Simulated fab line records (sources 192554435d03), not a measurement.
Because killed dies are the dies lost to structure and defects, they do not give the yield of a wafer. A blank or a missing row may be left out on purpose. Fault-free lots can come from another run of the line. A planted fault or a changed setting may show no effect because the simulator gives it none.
Comparing a struck lot with a sound one || flow n5Finfet || 14 out of 1938 route steps
Sound: wafers L518.1, L518.3, L518.4. Struck: wafer L531.4 (L531.1, L531.3, from the same lot, were not struck and are left out); the cause is given at the end.
Each step with rows lists, per side, the tool, then ch with its chambers, then its first start. Under that, the readings that differ: sound wafers || struck wafers || difference of the means || sigmas: that difference in standard deviations of wafers without a fault.
alike: same words and numbers on both sides, and readings whose means sit less than 2 such deviations apart. not compared: any withheld reading, any reading some wafer has no value for, any bound like >300 that may hide the same value, and any number with overlapping values for which the record gives no deviation.
A row with sigmas, a row that says differs or no value, or rows on one side alone: a step with any of these is where the two part. Numbers that have no deviation but don't overlap get no sigmas and don't part them. Lack of a reading on every wafer of one side parts them only where that side has two or more wafers.

N5_BEOL_M7_STRIP_80: strips in N2/H2, time 10 s.
  sound: rieDiel-03 ch 1,2,3; struck: rieDiel-05 ch 1
{"reading": "rfHoursCounterH (h)", "sound": "99 201 161", "struck": 95, "difference": -59, "sigmas": ""}
  alike: drypumpMotorCurrentA, oesProductAu, rfVppV, showerheadPlenumPTorr, throttleValvePct
N5_BEOL_M7_OCD_MEAS_38:
  sound on ocd-01 at day 10 22:12; struck on ocd-01 at day 13 22:02
  alike: trenchDepthNm
then, 4 steps without rows for these wafers: N5_BEOL_M7_HM_STRIP_39 (strips TiN in peroxide tin strip, target depth 25 nm, time 158 s); N5_BEOL_M7_SRD_40 (time 30 s); N5_BEOL_M7_PRECLEAN_42 (cleans in residue remover, time 60 s); N5_BEOL_M7_SRD_43 (time 30 s).
N5_BEOL_M7_CD_MEAS_35: the cd target is 40 nm.
  sound on cdSem-02 at day 10 22:21; struck on cdSem-01 at day 13 22:11
  alike: cdNm
then, 1 step without rows for these wafers: N5_BEOL_M7_CURE_75 (cures SiCOH lowk, time 120 s).
N5_BEOL_M7_DEGAS_44: time 60 s.
  sound on pvdSputter-03 at day 10 22:59; struck on pvdSputter-03 at day 13 22:41
  alike: heaterPowerW
then, 1 step without rows for these wafers: N5_BEOL_M7_PRE_CLEAN_45 (time 30 s).
N5_BEOL_M7_ALD_77: deposits TaN, target thk 2 nm, pulse time 2 s, purge time 3 s.
  sound on aldMetal-02 ch 0,1,2, day 10 23:07; struck on aldMetal-04 ch 0, day 13 22:47
  alike: heaterPowerW, precursorVesselTempC
N5_BEOL_M7_SURFACE_TREAT_79:
  sound on pvdSputter-02 at day 10 23:27; struck on pvdSputter-03 at day 13 23:15
  not compared: throttleValvePct
N5_BEOL_M7_CVD_78: deposits Co from CCTBA/H2, target thk 2 nm, time 142.3 s.
  sound on cvdCo-02 ch 0,1,2, day 10 23:34; struck on cvdCo-02 ch 2, day 13 23:19
{"reading": "runLengthS (s)", "sound": "165.7 165.8 165.6", "struck": 63.8, "difference": -101.9, "sigmas": "-99 or more"}
N5_BEOL_M7_SPUTTER_48: material Cu, target thk 10 nm, time 1.667 s.
  sound on pvdSputter-03 at day 10 23:47; struck on pvdSputter-03 at day 13 23:28
  alike: chuckGasFlowSccm, substrateTempC, throttleValvePct

== WHERE THEY PART ==
Only at N5_BEOL_M7_CVD_78, within this record. Later steps at which nothing parts them and some readings are alike: N5_BEOL_M7_SPUTTER_48.

WHY: the cause the simulator had injected
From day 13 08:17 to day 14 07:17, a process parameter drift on cvdCo-02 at N5_BEOL_M7_CVD_78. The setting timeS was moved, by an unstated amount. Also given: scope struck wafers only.
